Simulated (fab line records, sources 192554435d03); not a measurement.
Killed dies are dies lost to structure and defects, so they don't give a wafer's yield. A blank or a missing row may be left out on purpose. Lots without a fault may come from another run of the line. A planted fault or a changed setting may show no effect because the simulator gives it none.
Chamber matching | flow n5_finfet | N5_BEOL_M10_CURE_72 on uv_cure-01: 3 sister chambers
The step cures SiCOH lowk, time 120 s. 3 wafers are shown with their chamber, then 9 later ones without.

WAFERS WITH THEIR CHAMBER
wafer  | chamber | wafer_temp_C_max
L082.5 | 0       | 371.8
L085.5 | 1       | 372.2
L086.6 | 2       | 370.9

WAFERS WITHOUT THEIR CHAMBER
wafer  | wafer_temp_C_max
L088.1 | 372.4
L088.3 | 371.8
L088.5 | 372.1
L093.3 | 372.0
L093.5 | 371.5
L093.6 | 372.1
L096.2 | 370.5
L096.5 | 371.0
L096.6 | 371.0

WHICH CHAMBER EACH WENT THROUGH
wafer  | from the rows above          | in truth
L088.1 | can't be placed: 1 or 0      | 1
L088.3 | can't be placed: 0 or 1      | 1
L088.5 | can't be placed: 1 or 0      | 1
L093.3 | can't be placed: 0 or 1      | 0
L093.5 | can't be placed: 0 or 2 or 1 | 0
L093.6 | can't be placed: 1 or 0      | 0
L096.2 | 2                            | 2
L096.5 | 2                            | 2
L096.6 | 2                            | 2
Placed correctly: 3 of 9. Can't be placed from these rows: 6 (the true chamber is among the candidates in 6). Placed wrongly: 0.
How it was worked out, from the rows above alone: a wafer's distance from a chamber is the root of the sum, over the readings, of the square of ((its reading less the chamber's mean) divided by the reading's scatter). The wafer belongs to the nearest chamber; if the next one is less than 2 further off, it can't be placed. A chamber's mean is the mean of its shown wafers. The scatter: with one shown wafer a chamber, the root of the mean of the squares of how far each hidden wafer lies from its nearest shown one.
